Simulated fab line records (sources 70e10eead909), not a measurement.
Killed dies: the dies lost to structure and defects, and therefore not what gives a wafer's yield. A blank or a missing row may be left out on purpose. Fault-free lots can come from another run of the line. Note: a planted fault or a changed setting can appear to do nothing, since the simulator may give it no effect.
What tool caused it?	flow nand harc	Sampling: 20 lots, 60 wafers, 6 of 1159 route steps

WHAT THE GAUGES SHOWED, per wafer
Not one reading of a measure or inspect step in the record can be checked against a usual standard deviation.

EACH LOT AND THE TOOL THAT RAN IT (in order: tool; ch and the chambers of the sampled wafers; start)
lot	NHARC_A_STAIRCASE_DESCUM_312	NHARC_A_STAIRCASE_STRIP_476	NHARC_A_SGD_CUT_ETCH_58	NHARC_A_SGD_CUT_ETCH_15	NHARC_A_SGD_CUT_ETCH_16	NHARC_A_SLIT_ETCH_15
L075	rie diel-03 ch 1,3, day 11 20:01	rie diel-03 ch 0,1,2, day 12 01:31	rie diel-04 ch 0,3, day 13 17:34	rie diel-04 ch 1,3, no start	rie diel-04 ch 1,2,3, no start	rie diel-13 ch 1,2,3, no start
L074	rie diel-08 ch 1,2,3, day 11 21:34	rie diel-12 ch 0,1,3, day 12 01:48	rie diel-07 ch 0,2, day 13 18:32	rie diel-07 ch 1,2,3, no start	rie diel-07 ch 0,2, no start	rie diel-09 ch 0,2,3, no start
L077	rie diel-03 ch 1,3, day 11 23:49	rie diel-08 ch 1,2, day 12 04:04	rie diel-07 ch 0,1, day 13 17:26	rie diel-07 ch 0,2,3, no start	rie diel-07 ch 1,2, no start	rie diel-09 ch 0,1, no start
L076	rie diel-08 ch 0,1,3, day 12 10:24	rie diel-03 ch 0,1,2, day 12 14:29	rie diel-07 ch 1,2,3, day 14 11:14	rie diel-07 ch 0,2,3, no start	rie diel-07 ch 0,1,3, no start	rie diel-13 ch 0,2,3, no start
L080	rie diel-03 ch 0,1,2, day 12 20:13	rie diel-08 ch 0,1, day 13 00:31	rie diel-10 ch 0,1, day 14 22:29	rie diel-10 ch 1,2, no start	rie diel-10 ch 1,2, no start	rie diel-09 ch 0,1,3, no start
L079	rie diel-03 ch 2,3, day 12 22:13	rie diel-12 ch 1,2,3, day 13 03:41	rie diel-04 ch 2,3, day 14 20:03	rie diel-04 ch 0,2, no start	rie diel-04 ch 0,2,3, no start	rie diel-13 ch 1,2,3, no start
L081	rie diel-03 ch 0,1,2, day 13 17:22	rie diel-12 ch 1,2,3, day 13 21:36	rie diel-07 ch 0,2,3, day 15 18:13	rie diel-07 ch 1,2,3, no start	rie diel-07 ch 0,1,3, no start	rie diel-13 ch 0,1,2, no start
L083	rie diel-12 ch 1,3, day 14 05:31	rie diel-08 ch 1,2,3, day 14 09:51	rie diel-10 ch 0,1,2, day 16 11:25	rie diel-10 ch 0,1,3, no start	rie diel-10 ch 1,2, no start	rie diel-09 ch 0,1,3, no start
L082	rie diel-08 ch 0,1, day 14 06:32	rie diel-12 ch 1,2,3, day 14 10:48	rie diel-07 ch 2,3, day 16 08:55	rie diel-07 ch 0,3, no start	rie diel-07 ch 0,1, no start	rie diel-13 ch 1,3, no start
L084	rie diel-12 ch 1,2,3, day 14 09:14	rie diel-08 ch 1,2,3, day 14 15:04	rie diel-04 ch 0,3, day 16 10:10	rie diel-04 ch 0,3, no start	rie diel-04 ch 0,1,2, no start	rie diel-02 ch 0,1,3, no start
L087	rie diel-03 ch 0,1,3, day 14 16:49	rie diel-12 ch 1,2,3, day 14 21:08	rie diel-04 ch 0,1,3, day 16 21:28	rie diel-04 ch 0,2,3, no start	rie diel-04 ch 0,1,3, no start	rie diel-09 ch 0,1,2, no start
L086	rie diel-08 ch 0,2,3, day 14 17:00	rie diel-12 ch 1,2,3, day 14 22:35	rie diel-04 ch 0,1,3, day 16 20:49	rie diel-04 ch 1,2, no start	rie diel-04 ch 0,1, no start	rie diel-13 ch 0,1,2, no start
L088	rie diel-12 ch 2,3, day 15 02:44	rie diel-12 ch 0,2,3, day 15 07:02	rie diel-10 ch 0,3, day 17 01:42	rie diel-10 ch 1,2,3, no start	rie diel-10 ch 0,1,2, no start	rie diel-02 ch 0,1,3, no start
L091	rie diel-08 ch 0,1,3, day 15 21:44	rie diel-03 ch 1,2,3, day 16 01:49	rie diel-04 ch 1,2,3, day 17 21:38	rie diel-04 ch 0,3, no start	rie diel-04 ch 0,2,3, no start	rie diel-09 ch 2,3, no start
L092	rie diel-08 ch 0,1,3, day 16 08:10	rie diel-03 ch 0,1,2, day 16 13:47	rie diel-04 ch 1,2,3, day 18 11:54	rie diel-04 ch 1,2, no start	rie diel-04 ch 0,1,3, no start	rie diel-02 ch 0,3, no start
L094	rie diel-03 ch 2,3, day 16 13:53	rie diel-08 ch 0,1,2, day 16 18:15	rie diel-07 ch 0,2,3, day 18 12:20	rie diel-07 ch 0,2,3, no start	rie diel-07 ch 1,2, no start	rie diel-13 ch 0,1,3, no start
L093	rie diel-03 ch 0,1,2, day 16 18:27	rie diel-03 ch 0,2,3, day 16 22:35	rie diel-04 ch 0,1,3, day 19 04:35	rie diel-04 ch 0,1, no start	rie diel-04 ch 0,1,3, no start	rie diel-13 ch 0,1,2, no start
L095	rie diel-08 ch 0,2,3, day 17 01:12	rie diel-12 ch 2,3, day 17 05:29	rie diel-10 ch 0,1,2, day 19 04:19	rie diel-10 ch 1,2, no start	rie diel-10 ch 1,2,3, no start	rie diel-02 ch 0,2, no start
L096	rie diel-08 ch 1,2,3, day 17 04:16	rie diel-12 ch 1,2, day 17 08:24	rie diel-07 ch 0,1,3, day 19 04:05	rie diel-07 ch 0,2,3, no start	rie diel-07 ch 0,2,3, no start	rie diel-13 ch 0,1,2, no start
L097	rie diel-12 ch 0,1, day 17 18:00	rie diel-12 ch 2,3, day 17 22:03	rie diel-07 ch 0,1,3, day 19 18:24	rie diel-07 ch 0,1, no start	rie diel-07 ch 0,2,3, no start	rie diel-09 ch 0,1,3, no start
- NHARC_A_STAIRCASE_DESCUM_312: chemistry O2, time 3 s.
- NHARC_A_STAIRCASE_STRIP_476: strips in O2, time 20 s.
- NHARC_A_SGD_CUT_ETCH_58: etches the open film in CF4, target depth 39 nm, time 65 s.
- NHARC_A_SGD_CUT_ETCH_15: etches the open film in CH3F/O2, target depth 75 nm, time 64.3 s.
- NHARC_A_SGD_CUT_ETCH_16: etches the open film in C4F8/O2/Ar, target depth 310.5 nm, time 155.2 s.
- NHARC_A_SLIT_ETCH_15: etches the open film in O2/COS, target depth 3200 nm, time 832 s.

AS READ BY THE TOOLS THEMSELVES (means over the sampled wafers that have a number; for cases with no such wafer, the mark the record gives instead)
NHARC_A_STAIRCASE_DESCUM_312. Usual: drypump motor current A 6.0 A, standard deviation 0.42; oes product au 0.999 a.u., standard deviation 0.011; rf vpp V 57.6 V, standard deviation 0.88; showerhead plenum p Torr 1.86 Torr, standard deviation 0.064; throttle valve pct 11.310 %, standard deviation 0.0086.
lot	tool	drypump motor current A (A)	oes product au (a.u.)	rf vpp V (V)	showerhead plenum p Torr (Torr)	throttle valve pct (%)	flag
L075	rie diel-03	5.8	1.003	56.5	1.85	11.311	
L074	rie diel-08	6.0	0.995	58.1	1.89	11.312	
L077	rie diel-03	5.8	1.009	56.7	1.85	11.305	
L076	rie diel-08	5.9	0.998	57.6	1.84	11.320	
L080	rie diel-03	6.0	1.002	56.4	1.81	11.305	
L079	rie diel-03	5.4	1.016	57.2	1.85	11.309	
L081	rie diel-03	6.0	1.013	57.6	1.81	11.313	
L083	rie diel-12	6.1	0.997	57.7	1.87	11.305	
L082	rie diel-08	6.0	1.011	57.5	1.83	11.309	
L084	rie diel-12	6.2	0.990	57.8	1.93	11.314	
L087	rie diel-03	5.9	1.008	57.0	1.83	11.304	
L086	rie diel-08	6.1	0.981	58.8	1.86	11.307	
L088	rie diel-12	6.4	0.993	58.5	1.99	11.307	
L091	rie diel-08	5.9	0.991	57.6	1.83	11.313	
L092	rie diel-08	5.9	0.993	57.9	1.83	11.314	
L094	rie diel-03	5.4	1.013	57.7	1.84	11.316	
L093	rie diel-03	6.0	1.008	57.4	1.80	11.316	
L095	rie diel-08	6.1	0.985	58.3	1.86	11.317	
L096	rie diel-08	6.0	0.996	57.8	1.88	11.314	
L097	rie diel-12	5.8	1.002	57.4	1.84	11.313	

NHARC_A_STAIRCASE_STRIP_476. Usual: drypump motor current A 6.1 A, standard deviation 0.37; oes product au 0.998 a.u., standard deviation 0.01; rf vpp V 57.7 V, standard deviation 0.86; showerhead plenum p Torr 3.48 Torr, standard deviation 0.13; throttle valve pct 17.038 %, standard deviation 0.0088.
lot	tool	drypump motor current A (A)	oes product au (a.u.)	rf vpp V (V)	showerhead plenum p Torr (Torr)	throttle valve pct (%)	flag
L075	rie diel-03	6.0	0.997	57.2	3.36	17.032	
L074	rie diel-12	6.0	0.995	57.8	3.50	17.041	
L077	rie diel-08	6.3	1.002	57.7	3.53	17.028	
L076	rie diel-03	6.0	1.003	58.0	3.36	17.037	
L080	rie diel-08	6.0	1.008	57.3	3.39	17.033	
L079	rie diel-12	6.2	0.988	58.5	3.56	17.036	
L081	rie diel-12	6.2	0.996	58.7	3.56	17.042	
L083	rie diel-08	5.9	0.989	58.6	3.47	17.041	
L082	rie diel-12	6.2	0.992	57.6	3.55	17.033	
L084	rie diel-08	6.0	1.000	57.5	3.47	17.037	
L087	rie diel-12	6.2	0.997	58.2	3.55	17.041	
L086	rie diel-12	6.2	0.991	57.8	3.55	17.048	
L088	rie diel-12	6.2	1.008	57.9	3.58	17.037	
L091	rie diel-03	5.6	1.010	57.5	3.39	17.045	
L092	rie diel-03	6.0	1.010	57.8	3.34	17.041	
L094	rie diel-08	6.2	0.998	57.5	3.43	17.042	
L093	rie diel-03	5.8	1.012	57.6	3.36	17.039	
L095	rie diel-12	6.4	0.991	58.4	3.64	17.046	
L096	rie diel-12	6.0	0.981	57.9	3.44	17.045	
L097	rie diel-12	6.4	0.988	58.0	3.64	17.033	

NHARC_A_SGD_CUT_ETCH_58. Usual: cf4 flow sccm 150.0 sccm, standard deviation 0.42; drypump motor current A 5.8 A, standard deviation 0.32; oes product au 1.002 a.u., standard deviation 0.0092; rf vpp V 150.8 V, standard deviation 1.1; showerhead plenum p Torr 1.73 Torr, standard deviation 0.068; throttle valve pct 13.284 %, standard deviation 0.0097.
lot	tool	cf4 flow sccm (sccm)	drypump motor current A (A)	oes product au (a.u.)	rf vpp V (V)	showerhead plenum p Torr (Torr)	throttle valve pct (%)	flag
L075	rie diel-04	149.9	5.7	0.998	149.8	1.66	13.281	
L074	rie diel-07	150.1	5.6	1.004	150.5	1.72	13.280	
L077	rie diel-07	149.9	5.6	0.998	151.5	1.80	13.283	
L076	rie diel-07	149.9	5.7	1.010	151.1	1.75	13.284	
L080	rie diel-10	149.5	5.7	0.987	150.1	1.68	13.274	
L079	rie diel-04	150.2	6.0	0.995	151.1	1.71	13.289	
L081	rie diel-07	150.0	5.7	1.010	150.5	1.70	13.274	
L083	rie diel-10	150.2	5.9	0.998	150.3	1.74	13.280	
L082	rie diel-07	150.0	5.7	1.000	149.9	1.72	13.298	
L084	rie diel-04	149.9	5.7	1.000	150.2	1.66	13.277	
L087	rie diel-04	149.9	6.0	1.005	150.7	1.70	13.292	
L086	rie diel-04	150.0	6.0	1.002	151.0	1.70	13.283	
L088	rie diel-10	149.6	5.8	0.994	149.9	1.68	13.280	
L091	rie diel-04	149.8	6.2	0.999	151.4	1.75	13.289	
L092	rie diel-04	149.7	6.2	0.999	150.6	1.75	13.283	
L094	rie diel-07	150.3	5.7	1.008	150.7	1.70	13.283	
L093	rie diel-04	150.4	5.9	1.005	150.9	1.70	13.275	
L095	rie diel-10	149.7	5.9	0.999	150.2	1.74	13.281	
L096	rie diel-07	150.3	5.7	0.991	150.8	1.73	13.285	
L097	rie diel-07	150.4	5.7	1.002	151.0	1.73	13.276	

NHARC_A_SGD_CUT_ETCH_15. Usual: drypump motor current A 5.9 A, standard deviation 0.34; oes product au 0.962 a.u., standard deviation 0.016; rf vpp V 263.0 V, standard deviation 1.7; showerhead plenum p Torr 2.40 Torr, standard deviation 0.1; throttle valve pct 20.663 %, standard deviation 0.0082.
lot	tool	drypump motor current A (A)	oes product au (a.u.)	rf vpp V (V)	showerhead plenum p Torr (Torr)	throttle valve pct (%)	flag
L075	rie diel-04	6.1	0.929	262.2	2.36	20.669	
L074	rie diel-07	5.7	0.968	264.8	2.44	20.664	
L077	rie diel-07	5.7	0.961	261.9	2.36	20.665	
L076	rie diel-07	5.7	0.979	262.4	2.36	20.665	
L080	rie diel-10	6.1	0.950	264.5	2.51	20.658	
L079	rie diel-04	5.7	0.968	263.0	2.38	20.671	
L081	rie diel-07	5.7	0.975	263.8	2.44	20.662	
L083	rie diel-10	5.8	0.957	262.9	2.36	20.667	
L082	rie diel-07	5.7	0.981	261.9	2.33	20.658	
L084	rie diel-04	5.5	0.977	261.3	2.30	20.660	
L087	rie diel-04	5.8	0.956	261.9	2.37	20.664	
L086	rie diel-04	6.6	0.969	264.4	2.48	20.664	
L088	rie diel-10	6.0	0.969	263.5	2.45	20.653	
L091	rie diel-04	5.5	0.971	261.4	2.30	20.667	
L092	rie diel-04	6.4	0.930	264.2	2.49	20.663	
L094	rie diel-07	5.7	0.971	262.7	2.35	20.660	
L093	rie diel-04	5.8	0.953	262.8	2.35	20.663	
L095	rie diel-10	5.9	0.931	263.3	2.45	20.656	
L096	rie diel-07	5.7	0.964	261.7	2.35	20.660	
L097	rie diel-07	5.6	0.951	264.2	2.50	20.674	

NHARC_A_SGD_CUT_ETCH_16. Usual: oes product au 0.973 a.u., standard deviation 0.015; rf vpp V 721 V, standard deviation 4.
lot	tool	oes product au (a.u.)	rf vpp V (V)	flag
L075	rie diel-04	0.957	722	
L074	rie diel-07	0.985	721	
L077	rie diel-07	0.981	724	
L076	rie diel-07	0.975	721	
L080	rie diel-10	0.966	725	
L079	rie diel-04	0.978	720	
L081	rie diel-07	0.979	721	
L083	rie diel-10	0.976	726	
L082	rie diel-07	0.985	721	
L084	rie diel-04	0.988	722	
L087	rie diel-04	0.971	719	
L086	rie diel-04	0.994	721	
L088	rie diel-10	0.969	721	
L091	rie diel-04	0.989	720	
L092	rie diel-04	0.945	719	
L094	rie diel-07	0.958	725	
L093	rie diel-04	0.967	718	
L095	rie diel-10	0.952	723	
L096	rie diel-07	0.976	720	
L097	rie diel-07	0.978	719	

NHARC_A_SLIT_ETCH_15. Usual: drypump motor current A 5.7 A, standard deviation 0.43; oes product au 0.999 a.u., standard deviation 0.012; rf vpp V 314.2 V, standard deviation 2.3; showerhead plenum p Torr 3.12 Torr, standard deviation 0.15; throttle valve pct 28.330 %, standard deviation 0.0091.
lot	tool	drypump motor current A (A)	oes product au (a.u.)	rf vpp V (V)	showerhead plenum p Torr (Torr)	throttle valve pct (%)	flag
L075	rie diel-13	5.7	1.007	313.9	3.13	28.315	
L074	rie diel-09	5.7	1.004	313.7	3.09	28.324	
L077	rie diel-09	6.4	0.991	314.9	3.19	28.326	
L076	rie diel-13	5.8	0.994	314.6	3.18	28.334	
L080	rie diel-09	6.1	1.000	313.8	3.10	28.326	
L079	rie diel-13	5.6	0.991	314.5	3.13	28.328	
L081	rie diel-13	5.5	0.990	316.0	3.23	28.332	
L083	rie diel-09	6.1	1.011	313.0	3.09	28.335	
L082	rie diel-13	5.6	1.005	313.4	3.00	28.332	
L084	rie diel-02	5.5	1.001	312.1	3.00	28.329	
L087	rie diel-09	6.0	0.994	314.6	3.18	28.334	
L086	rie diel-13	5.5	0.991	315.1	3.22	28.337	
L088	rie diel-02	5.5	1.001	311.8	3.00	28.332	
L091	rie diel-09	5.4	1.004	314.2	3.10	28.322	
L092	rie diel-02	5.1	1.014	312.8	3.01	28.328	
L094	rie diel-13	5.5	1.006	314.6	3.09	28.327	
L093	rie diel-13	5.5	0.991	316.1	3.22	28.325	
L095	rie diel-02	5.3	1.008	314.3	3.17	28.337	
L096	rie diel-13	5.5	0.990	315.7	3.22	28.335	
L097	rie diel-09	6.1	1.004	314.6	3.09	28.332	

THE ANSWER, worked out from the rows above alone
Rule: lot off if the mean of its wafers having a number is beyond 3 standard deviations from the usual mean. Also off: a lot with no number at a reading for which 4 or more lots have one. The other lots that the step has rows for count as sound. Order of review: gauges by route order, followed by the tools' own readings, for which a lot's mean as printed above is used. At the first step where some lot is off, the reading lying furthest off is the one used; lots without a number count as furthest.
No lot is off at any reading shown: from this, nothing can be told.

WHAT THE SIMULATOR HAD PUT IN
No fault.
